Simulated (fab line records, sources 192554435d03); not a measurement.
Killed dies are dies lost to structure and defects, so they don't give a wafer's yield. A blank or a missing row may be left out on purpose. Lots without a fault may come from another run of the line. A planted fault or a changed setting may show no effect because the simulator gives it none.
Problem report in the 8D (eight disciplines) form, filled by code | flow n5_finfet | the parts of the form that need people (team, actions taken, sign-off) are left out

1. THE PROBLEM
susceptor_temp_C at N5_BEOL_M9_PECVD_70 reads a mean of 408.21 C on 6 wafers of 2 lots; wafers without a fault read 399.99 C with a standard deviation of 0.21. That is +39 standard deviations from the usual mean.
The step: deposits SiO2 from TEOS/O2, target thk 20 nm, time 22.7 s.
First seen on wafer L605.2, day 13 01:43, on pecvd-01. The record holds 33 wafers of 11 lots with a number at this step. Rule for "out", or "out of limits": more than 4 standard deviations from the usual mean. The other wafers with a number count as sound.

2. WHAT IT IS AND WHAT IT IS NOT
question                    | is                     | is not
which readings at this step | susceptor_temp_C       | heater_power_w, throttle_valve_pct
which lots                  | L605, L608             | L591, L592, L593, L594, L598, L599, L606, L611, L614
which wafers of those lots  | all that have a number | -
read on which tools         | pecvd-01               | pecvd-02, pecvd-04
when                        | from day 13 01:43      | up to then (18 sound wafers); but 9 sound wafers of L606, L611, L614 came after

3. SUSPECTS, AND WHAT RULES EACH OUT
Counting: a tool at a process step up to the reading stays a suspect if it ran every lot that is out and no sound lot after the first of them.
- pecvd-01 at N5_BEOL_M9_PECVD_70 (deposits SiO2 from TEOS/O2, target thk 20 nm, time 22.7 s): kept. It ran every lot that is out, first L605 (day 13 01:43), and no sound lot after that; its last sound lot up to then is L591 (day 9 11:05). Its own readings are out on those wafers: susceptor_temp_C.
Left after counting: pecvd-01 at N5_BEOL_M9_PECVD_70.

4. THE CAUSE (what the simulator had put in)
Process parameter drift: pecvd-01, from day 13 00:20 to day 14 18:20, at N5_BEOL_M9_PECVD_70. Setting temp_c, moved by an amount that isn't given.
Counting left only this tool.

5. THE CHAIN OF EFFECTS, in route order
Each row: a reading whose mean over the struck wafers that have a number lies more than 3 standard deviations from the usual. Only readings for which the record gives a usual standard deviation are gone through. hours: the time from each lot's start at the first step in this table that gives one to its start at this step, as a median over the lots. sigmas: the change in usual standard deviations.
hours | step                | reading          | usual    | on struck wafers | change | sigmas
0     | N5_BEOL_M9_PECVD_70 | susceptor_temp_C | 399.99 C | 408.21           | +8.22  | +39
The process steps in it:
- N5_BEOL_M9_PECVD_70: deposits SiO2 from TEOS/O2, target thk 20 nm, time 22.7 s.

6. WHAT WOULD HAVE CAUGHT IT SOONER
In this record the first reading out of limits was taken at day 13 01:43, 1 hour after the fault began at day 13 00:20.
